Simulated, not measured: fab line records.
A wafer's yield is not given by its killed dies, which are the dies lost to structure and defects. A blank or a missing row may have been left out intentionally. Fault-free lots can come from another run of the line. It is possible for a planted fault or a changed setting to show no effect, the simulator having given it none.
Which tool was responsible? + flow n5-finfet + 10 lots, 29 wafers sampled, at 6 steps of a route of 1938

## WHAT THE GAUGES SHOWED, per wafer
N5_ZERO_LAYER_CD_MEAS_11: target cd 2000 nm.
| lot  | measured    | on        | cd-nm (nm)           |
|------|-------------|-----------|----------------------|
| L368 | day 2 00:46 | cd-sem-02 | 2001.4 2002.1 2001.9 |
| L370 | day 2 12:46 | cd-sem-03 | 1999.4 1999.9 1998.0 |
| L371 | day 2 18:47 | cd-sem-03 | 1999.7 2000.0 2002.1 |
| L372 | day 3 00:46 | cd-sem-03 | 1999.8 2000.9 2001.8 |
| L374 | day 3 12:38 | cd-sem-02 | 2005.0 2004.7        |
| L381 | day 5 06:44 | cd-sem-01 | 2000.5 1999.3 2000.9 |
| L382 | day 5 12:40 | cd-sem-02 | 2000.2 2001.8 2002.9 |
| L387 | day 6 18:46 | cd-sem-02 | 1997.9 1998.5 1997.6 |
| L388 | day 7 00:58 | cd-sem-02 | 2001.2 2002.7 2001.9 |
| L389 | day 7 06:40 | cd-sem-01 | 2000.9 2000.4 2000.9 |

N5_WELL_APT_INSPECT_10: inspects for defects (macro).
| lot  | measured    | on                | raw-defect-count |
|------|-------------|-------------------|------------------|
| L368 | day 2 01:49 | defect-inspect-01 | 0 4 2            |
| L370 | day 2 13:44 | defect-inspect-02 | 0 4 0            |
| L371 | day 2 19:46 | defect-inspect-01 | 4 1 2            |
| L372 | day 3 01:52 | defect-inspect-01 | 3 0 2            |
| L374 | day 3 13:42 | defect-inspect-01 | 1 1              |
| L381 | day 5 07:49 | defect-inspect-01 | 2 1 0            |
| L382 | day 5 13:41 | defect-inspect-02 | 4 1 2            |
| L387 | day 6 20:01 | defect-inspect-01 | 1 3 2            |
| L388 | day 7 02:07 | defect-inspect-02 | 1 0 5            |
| L389 | day 7 08:02 | defect-inspect-02 | 3 3 1            |

N5_BEOL_M4_RC_MEAS_101.
| lot  | measured     | on        | DIBL_N (mV/V)  | DIBL_P (mV/V)  | IOFF_N (nA/um) | IOFF_P (nA/um) | ION_N (uA/um) | ION_P (uA/um) | SS_N (mV/dec)  | SS_P (mV/dec)  | VT_N (mV)   | VT_P (mV)      |
|------|--------------|-----------|----------------|----------------|----------------|----------------|---------------|---------------|----------------|----------------|-------------|----------------|
| L368 | day 8 08:05  | prober-01 | 38.7 37.0 35.7 | 41.7 39.1 36.9 | 0.22 0.16 0.14 | 0.27 0.20 0.18 | 674 664 645   | 463 454 445   | 72.6 73.0 72.5 | 75.0 73.4 73.1 | 248 254 256 | -248 -251 -253 |
| L370 | day 9 00:58  | prober-01 | 37.8 36.9 35.3 | 36.6 35.6 33.9 | 0.17 0.15 0.12 | 0.21 0.19 0.18 | 675 657 650   | 459 451 447   | 71.3 71.4 70.9 | 73.5 73.4 72.8 | 247 247 252 | -249 -249 -250 |
| L371 | day 9 01:03  | prober-02 | 38.6 39.0 38.8 | 38.0 38.0 37.8 | 0.20 0.20 0.20 | 0.24 0.23 0.22 | 695 682 674   | 466 461 451   | 71.1 72.1 71.9 | 73.5 74.5 74.3 | 245 245 247 | -251 -250 -252 |
| L372 | day 9 04:19  | prober-01 | 38.4 39.2 39.6 | 39.0 38.8 39.8 | 0.19 0.20 0.21 | 0.27 0.25 0.27 | 665 668 658   | 464 449 454   | 72.2 72.3 72.4 | 73.6 74.1 74.5 | 247 249 247 | -248 -249 -250 |
| L374 | day 10 00:00 | prober-02 | 38.4 38.6      | 38.6 38.4      | 0.21 0.21      | 0.24 0.25      | 705 695       | 469 471       | 72.5 72.0      | 73.6 73.5      | 246 244     | -246 -246      |
| L381 | day 11 10:03 | prober-02 | 37.9 37.5 35.4 | 37.6 37.4 35.6 | 0.20 0.17 0.14 | 0.24 0.24 0.21 | 662 668 665   | 461 462 464   | 72.1 71.8 71.1 | 73.2 73.2 73.1 | 247 249 251 | -247 -250 -249 |
| L382 | day 11 17:05 | prober-02 | 36.5 37.1 41.1 | 36.5 36.3 40.7 | 0.17 0.16 0.27 | 0.24 0.23 0.32 | 683 679 688   | 469 467 470   | 71.2 70.8 72.2 | 73.5 72.1 74.2 | 249 248 241 | -243 -248 -242 |
| L387 | day 13 14:22 | prober-02 | 36.6 39.4 38.0 | 36.8 40.1 38.7 | 0.13 0.18 0.15 | 0.17 0.21 0.19 | 658 662 664   | 447 452 454   | 71.6 72.6 71.6 | 73.4 73.8 74.3 | 256 249 253 | -257 -251 -254 |
| L388 | day 14 10:43 | prober-02 | 35.5 36.0 35.8 | 34.4 35.2 34.2 | 0.15 0.16 0.14 | 0.20 0.22 0.20 | 675 678 664   | 467 466 461   | 72.0 71.8 71.2 | 73.6 73.5 73.1 | 250 246 251 | -250 -249 -252 |
| L389 | day 13 12:05 | prober-02 | 37.0 35.9 39.1 | 35.8 34.6 38.2 | 0.15 0.13 0.19 | 0.21 0.19 0.25 | 680 658 690   | 467 460 470   | 71.1 70.7 72.1 | 73.7 72.8 73.5 | 250 251 246 | -247 -250 -248 |

## EACH LOT AND THE TOOL THAT RAN IT (in order: tool; ch and the chambers of the sampled wafers; start)
| lot  | N5_ZERO_LAYER_EXPOSE_08          | N5_ZERO_LAYER_STRIP_24              | N5_FIN_SAQP_ALD_61               |
|------|----------------------------------|-------------------------------------|----------------------------------|
| L368 | krf-scanner-02 ch 0, day 2 00:36 | plasma-asher-01 ch 0,1, day 2 01:07 | ald-sin-04 ch 0,1,2, day 2 09:54 |
| L370 | krf-scanner-01 ch 0, day 2 12:36 | plasma-asher-02 ch 0,1, day 2 13:02 | ald-sin-01 ch 0,3, day 2 21:41   |
| L371 | krf-scanner-02 ch 0, day 2 18:37 | plasma-asher-01 ch 0,1, day 2 19:02 | ald-sin-01 ch 0,1,2, day 3 03:23 |
| L372 | krf-scanner-01 ch 0, day 3 00:36 | plasma-asher-02 ch 0,1, day 3 01:01 | ald-sin-01 ch 0,2,3, day 3 10:05 |
| L374 | krf-scanner-02 ch 0, day 3 12:28 | plasma-asher-02 ch 0,1, day 3 12:59 | ald-sin-01 ch 0,3, day 3 19:53   |
| L381 | krf-scanner-01 ch 0, day 5 06:34 | plasma-asher-01 ch 0,1, day 5 07:05 | ald-sin-01 ch 0,1,2, day 5 16:17 |
| L382 | krf-scanner-01 ch 0, day 5 12:29 | plasma-asher-01 ch 0,1, day 5 12:58 | ald-sin-03 ch 1,2,3, day 5 20:50 |
| L387 | krf-scanner-01 ch 0, day 6 18:36 | plasma-asher-02 ch 0,1, day 6 19:02 | ald-sin-01 ch 2,3, day 7 04:47   |
| L388 | krf-scanner-02 ch 0, day 7 00:48 | plasma-asher-02 ch 0,1, day 7 01:17 | ald-sin-01 ch 0,3, day 7 09:26   |
| L389 | krf-scanner-02 ch 0, day 7 06:29 | plasma-asher-01 ch 0,1, day 7 06:56 | ald-sin-03 ch 1,2, day 7 16:41   |
- N5_ZERO_LAYER_EXPOSE_08: exposes mask ZERO, defocus 0 nm, target cd 2000 nm.
- N5_ZERO_LAYER_STRIP_24: strips in O2.
- N5_FIN_SAQP_ALD_61: deposits SiO2, target thk 4 nm, pulse time 1 s, purge time 2 s.

## WHAT THE TOOLS THEMSELVES READ (means of the sampled wafers that have a number; where no wafer has one, the mark that the record gives instead)
N5_ZERO_LAYER_STRIP_24.
| lot  | tool            | drypump-motor-current-A (A) | heater-power-w (W) | oes-product-au (a.u.) | strip-time-to-endpoint-s (s) |
|------|-----------------|-----------------------------|--------------------|-----------------------|------------------------------|
| L368 | plasma-asher-01 | 5.3                         | 323                | 0.649                 | 43.76                        |
| L370 | plasma-asher-02 | 6.0                         | 330                | 0.647                 | 43.72                        |
| L371 | plasma-asher-01 | 5.5                         | 324                | 0.649                 | 43.85                        |
| L372 | plasma-asher-02 | 6.0                         | 331                | 0.649                 | 43.90                        |
| L374 | plasma-asher-02 | 5.8                         | 334                | 0.641                 | 43.88                        |
| L381 | plasma-asher-01 | 5.3                         | 320                | 0.648                 | 43.80                        |
| L382 | plasma-asher-01 | 5.3                         | 325                | 0.652                 | 44.00                        |
| L387 | plasma-asher-02 | 5.6                         | 333                | 0.652                 | 43.81                        |
| L388 | plasma-asher-02 | 6.0                         | 336                | 0.645                 | 43.82                        |
| L389 | plasma-asher-01 | 5.3                         | 321                | 0.640                 | 43.75                        |

N5_FIN_SAQP_ALD_61.
| lot  | tool       | chamber-pressure-Torr (Torr) | heater-power-w (W) | precursor-pulse-height-rel |
|------|------------|------------------------------|--------------------|----------------------------|
| L368 | ald-sin-04 | 2.000                        | 433                | 0.977                      |
| L370 | ald-sin-01 | 2.000                        | 479                | 0.999                      |
| L371 | ald-sin-01 | 2.000                        | 466                | 1.003                      |
| L372 | ald-sin-01 | 1.999                        | 462                | 1.011                      |
| L374 | ald-sin-01 | 2.002                        | 466                | 0.984                      |
| L381 | ald-sin-01 | 2.000                        | 457                | 0.998                      |
| L382 | ald-sin-03 | 2.002                        | 538                | 0.997                      |
| L387 | ald-sin-01 | 2.004                        | 428                | 0.993                      |
| L388 | ald-sin-01 | 1.997                        | 484                | 1.004                      |
| L389 | ald-sin-03 | 2.000                        | 579                | 1.003                      |

## THE ANSWER, worked out from the rows above alone
Rule: the usual values come from the lots themselves. Put in order of their means at a reading, lots are off if they are a third of the lots or fewer, leave a main group of 4 or more, and stand apart from it by a gap of 3 or more times the standard deviation of the main group's means; of several such gaps the widest counts. Not used: any main group whose means are identical at the precision the tables above print for the reading. Also off: a lot with no number at a reading for which 4 or more lots have one. Where the step has rows for the other lots, those lots are counted as sound. Order of review: gauges by route order, followed by the tools' own readings, for which a lot's mean as printed above is used. The first step at which some lot is off is used, and at that step the reading that is off furthest; a lot without a number counts as furthest.
None of the lots is off at any reading shown; this tells nothing.

## WHAT THE SIMULATOR PUT IN
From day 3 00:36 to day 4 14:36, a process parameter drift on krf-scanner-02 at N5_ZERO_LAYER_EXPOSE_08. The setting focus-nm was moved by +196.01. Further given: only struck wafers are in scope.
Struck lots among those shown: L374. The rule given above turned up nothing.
